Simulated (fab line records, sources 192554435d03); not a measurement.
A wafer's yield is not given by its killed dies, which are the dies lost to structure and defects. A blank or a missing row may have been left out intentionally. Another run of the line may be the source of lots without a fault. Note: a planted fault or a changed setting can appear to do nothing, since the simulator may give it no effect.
Matching of chambers | flow n5 finfet | N5_BEOL_M8_CMP_52 on cmp-03 has 4 sister chambers
The step polishes, stops on SiCOH lowk, t overpolish 6.9 s, target thk 80 nm. 4 wafers are shown with their chamber, then 10 later ones without.

== WAFERS WITH THEIR CHAMBER ==
wafer  | chamber | motor current A (A)
L086.2 | 1       | 6.0
L086.4 | 2       | 5.7
L085.1 | 3       | 5.4
L085.4 | 0       | 5.7

== WAFERS WHOSE CHAMBER IS MISSING ==
wafer  | motor current A (A)
L085.5 | 6.4
L088.2 | 5.9
L088.3 | 6.3
L088.5 | 5.4
L091.1 | 6.1
L091.2 | 5.5
L091.4 | 5.9
L092.4 | 5.3
L092.5 | 6.3
L092.6 | 5.9

== WHICH CHAMBER EACH ONE RAN IN ==
wafer  | from the rows above          | in truth
L085.5 | can't be placed: 1 or 0 or 2 | 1
L088.2 | can't be placed: 1 or 0 or 2 | 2
L088.3 | can't be placed: 1 or 0 or 2 | 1
L088.5 | can't be placed: 3 or 0 or 2 | 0
L091.1 | can't be placed: 1 or 0 or 2 | 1
L091.2 | can't be placed: 3 or 0 or 2 | 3
L091.4 | can't be placed: 1 or 0 or 2 | 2
L092.4 | can't be placed: 3 or 0 or 2 | 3
L092.5 | can't be placed: 1 or 0 or 2 | 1
L092.6 | can't be placed: 1 or 0 or 2 | 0
Placed correctly: 0 of 10. These rows do not allow placing 10 (true chamber among the candidates in 10). Number placed wrongly: 0.
How it was worked out, from the rows above alone: a wafer's distance from a chamber is the root of the sum, over the readings, of the square of ((its reading less the chamber's mean) divided by the reading's scatter). The wafer belongs to the nearest chamber; if the next one is less than 2 further off, it can't be placed. For every chamber, the mean is computed from those of its wafers that are shown. The scatter: root of mean squared gap, hidden wafer to nearest shown wafer, with one shown wafer a chamber.
